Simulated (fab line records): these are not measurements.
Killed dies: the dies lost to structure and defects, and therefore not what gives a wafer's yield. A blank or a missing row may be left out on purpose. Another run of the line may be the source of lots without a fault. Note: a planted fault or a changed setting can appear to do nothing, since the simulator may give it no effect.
Split-lot experiment	flow n5_finfet	39 wafers read from 7 lots, route of 1938 steps

== SPLIT DETAILS ==
At N5_MIM_TOP_SPUTTER_03 (material TiN, target thk 35 nm, time 89.7 s), the setting target_thk_a was moved away from the recipe's 350 angstrom on 9 of the 39 wafers read, by -22.7% to +48.5%. For the rest of the wafers, this setting stayed at what the recipe calls for.

Reading taken at the split's own step.

== THE READING ==
TiN_of_MIM_TOP_SPUTTER_03.thk_nm (the simulator's own value, which no gauge read), in nm, at N5_MIM_TOP_SPUTTER_03 (material TiN, target thk 35 nm, time 89.7 s). No usual value for it is given in the file. Average 34.7 nm, standard deviation 0.29 nm, over the 30 wafers here run with the recipe.

wafer	tool, chamber at the split	target_thk_a as run, angstrom	against the recipe	TiN_of_MIM_TOP_SPUTTER_03.thk_nm, nm	against lot-mates on the recipe
L074.1	pvd_sputter-02, -	350	recipe	34.8	-
L074.4	pvd_sputter-02, -	350	recipe	34.8	-
L074.6	pvd_sputter-02, -	350	recipe	34.8	-
L074.2	pvd_sputter-02, -	350	recipe	34.6	-
L074.3	pvd_sputter-02, -	350	recipe	34.6	-
L074.5	pvd_sputter-02, -	350	recipe	35	-
L079.1	pvd_sputter-02, -	350	recipe	34.6	-
L079.4	pvd_sputter-02, -	350	recipe	34.6	-
L079.6	pvd_sputter-02, -	350	recipe	34.6	-
L079.2	pvd_sputter-02, -	350	recipe	34.4	-
L079.5	pvd_sputter-02, -	350	recipe	34.4	-
L079.3	pvd_sputter-02, -	350	recipe	34.8	-
L087.1	pvd_sputter-03, -	350	recipe	35	-
L087.2	pvd_sputter-03, -	441.6	+26.2%	44.2	+9.2
L087.3	pvd_sputter-03, -	441.6	+26.2%	44.4	+9.4
L087.4	pvd_sputter-03, -	350	recipe	34.8	-
L087.5	pvd_sputter-03, -	350	recipe	35.2	-
L087.6	pvd_sputter-03, -	441.6	+26.2%	44	+9.0
L089.1	pvd_sputter-01, -	350	recipe	34.2	-
L089.2	pvd_sputter-01, -	350	recipe	34.2	-
L089.3	pvd_sputter-01, -	350	recipe	34.2	-
L089.4	pvd_sputter-01, -	350	recipe	34.2	-
L089.5	pvd_sputter-01, -	350	recipe	34.2	-
L089.6	pvd_sputter-01, -	350	recipe	34.4	-
L092.1	pvd_sputter-01, -	270.6	-22.7%	26.8	-7.9
L092.6	pvd_sputter-01, -	270.6	-22.7%	26.8	-7.9
L092.2	pvd_sputter-01, -	350	recipe	34.8	-
L092.4	pvd_sputter-01, -	350	recipe	34.8	-
L092.3	pvd_sputter-01, -	350	recipe	34.6	-
L092.5	pvd_sputter-01, -	270.6	-22.7%	26.6	-8.1
L095.1	pvd_sputter-03, -	519.9	+48.5%	52	+16.9
L095.6	pvd_sputter-03, -	519.9	+48.5%	52	+16.9
L095.2	pvd_sputter-03, -	519.9	+48.5%	52.4	+17.3
L095.3	pvd_sputter-03, -	350	recipe	35.2	-
L095.4	pvd_sputter-03, -	350	recipe	35	-
L095.5	pvd_sputter-03, -	350	recipe	35	-
L097.1	pvd_sputter-01, -	350	recipe	34.6	-
L097.6	pvd_sputter-01, -	350	recipe	34.6	-
L097.3	pvd_sputter-01, -	350	recipe	34.8	-

FIT RESULTS
A straight line over all 39 wafers: TiN_of_MIM_TOP_SPUTTER_03.thk_nm changes by +0.359 nm for each +1% of target_thk_a; r = +1.00; the points scatter about the line by 0.28 nm.
The same after taking each lot's own level away (the mean of its wafers on the recipe; 39 wafers): +0.352 nm for each +1%; r = +1.00; scatter 0.13 nm.
On that fit, the largest move of target_thk_a shifts the reading by 17 nm.
From 34.23 to 35.07 nm: that is the span of the lots' own levels, equal to 2.9 times the standard deviation above.
The two slopes agree, so the slope changes little with the lot-to-lot level.
Check: with one of the wafers moved furthest among these (+48.5%) left out of the fit, the line predicts +17.1 nm for it against its lot-mates. It came out at +16.9 nm against them.

== ADDITIONAL SPLITS CARRIED BY THESE WAFERS ==
Note: prior to the reading, these wafers also went through further splits. Each is held against what the fit with the lots' levels taken away leaves over:
other split on the same wafers	wafers away from the commonest value	r with TiN_of_MIM_TOP_SPUTTER_03.thk_nm (lot level and that fit taken away)
N5_BEOL_M11_ETCH_62 time_s	18	+0.01

== THE FILE'S OWN FIT ==
TiN_of_MIM_TOP_SPUTTER_03.thk_nm changes by +0.352 nm for each +1% of target_thk_a, r = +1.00.
